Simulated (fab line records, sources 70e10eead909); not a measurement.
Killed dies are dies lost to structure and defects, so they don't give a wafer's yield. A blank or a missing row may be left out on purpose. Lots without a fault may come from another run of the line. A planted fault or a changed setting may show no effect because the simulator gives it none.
Which tool did it? | flow nand_harc | 12 lots, 36 wafers sampled, at 3 steps of a route of 1302

WHAT THE GAUGES READ, wafer by wafer
NHARC_A_M1_THK_MEAS_24: measures by xrf.
lot  | measured     | on            | thk_nm (nm)
L077 | day 23 18:38 | film_metro-02 | 155.4 154.4 152.2
L076 | day 23 21:45 | film_metro-02 | 154.9 155.4 154.8
L079 | day 25 17:59 | film_metro-02 | 155.2 153.7 157.5
L081 | day 26 08:37 | film_metro-02 | 156.7 156.1 155.3
L082 | day 27 05:02 | film_metro-01 | 155.9 156.4 155.8
L084 | day 27 12:35 | film_metro-02 | 155.3 157.6 153.3
L086 | day 28 06:17 | film_metro-02 | 156.6 154.4 154.4
L089 | day 28 23:43 | film_metro-02 | 152.5 154.8 154.0
L090 | day 30 14:12 | film_metro-02 | 152.7 153.4 150.3
L092 | day 31 05:05 | film_metro-02 | 154.2 153.3 157.7
L095 | day 32 06:28 | film_metro-02 | 155.3 155.0 154.9
L097 | day 32 16:59 | film_metro-02 | 154.2 153.8 151.4

WHICH TOOL RAN EACH LOT (tool, then ch and the chambers of the sampled wafers, then the start)
lot  | NHARC_A_M1_PVD_21                       | NHARC_A_M1_CMP_23
L077 | pvd_sputter-01, day 23 18:19 or earlier | cmp-01 ch 0,1,3, day 23 18:19
L076 | pvd_sputter-02, day 23 21:29 or earlier | cmp-03 ch 0,1,2, day 23 21:29
L079 | pvd_sputter-01, day 25 17:44 or earlier | cmp-02 ch 0,1,2, day 25 17:44
L081 | pvd_sputter-03, day 26 08:20 or earlier | cmp-01 ch 1,2,3, day 26 08:20
L082 | pvd_sputter-01, day 27 04:45 or earlier | cmp-02 ch 1,2,3, day 27 04:45
L084 | pvd_sputter-01, day 27 12:17 or earlier | cmp-01 ch 1,2, day 27 12:17
L086 | pvd_sputter-03, day 28 05:59 or earlier | cmp-01 ch 0,1, day 28 05:59
L089 | pvd_sputter-02, day 28 23:29 or earlier | cmp-01 ch 1,2,3, day 28 23:29
L090 | pvd_sputter-01, day 30 13:54 or earlier | cmp-01 ch 0,1, day 30 13:54
L092 | pvd_sputter-02, day 31 04:46 or earlier | cmp-03 ch 0,1,2, day 31 04:46
L095 | pvd_sputter-03, day 32 06:10 or earlier | cmp-01 ch 0,1,3, day 32 06:10
L097 | pvd_sputter-03, day 32 16:40 or earlier | cmp-02 ch 0,1,3, day 32 16:40
- NHARC_A_M1_PVD_21: deposits Cu, target thk 30 nm, time 20.49 s.
- NHARC_A_M1_CMP_23: polishes, t overpolish 20 s, target thk 154.34 nm.

THE ANSWER, worked out from the rows above alone
Rule: what is usual is taken from the lots themselves. Put in order of their means at a reading, lots are off if they are a third of the lots or fewer, leave a main group of 4 or more, and stand apart from it by a gap of 3 or more times the standard deviation of the main group's means; of several such gaps the widest counts. A main group whose means are all the same, to the digits that the tables above print for the reading, isn't used. A lot without any number at a reading at which 4 lots or more have one is off too. The other lots that the step has rows for count as sound.
No lot is off at any reading shown: from this, nothing can be told.

WHAT THE SIMULATOR HAD PUT IN
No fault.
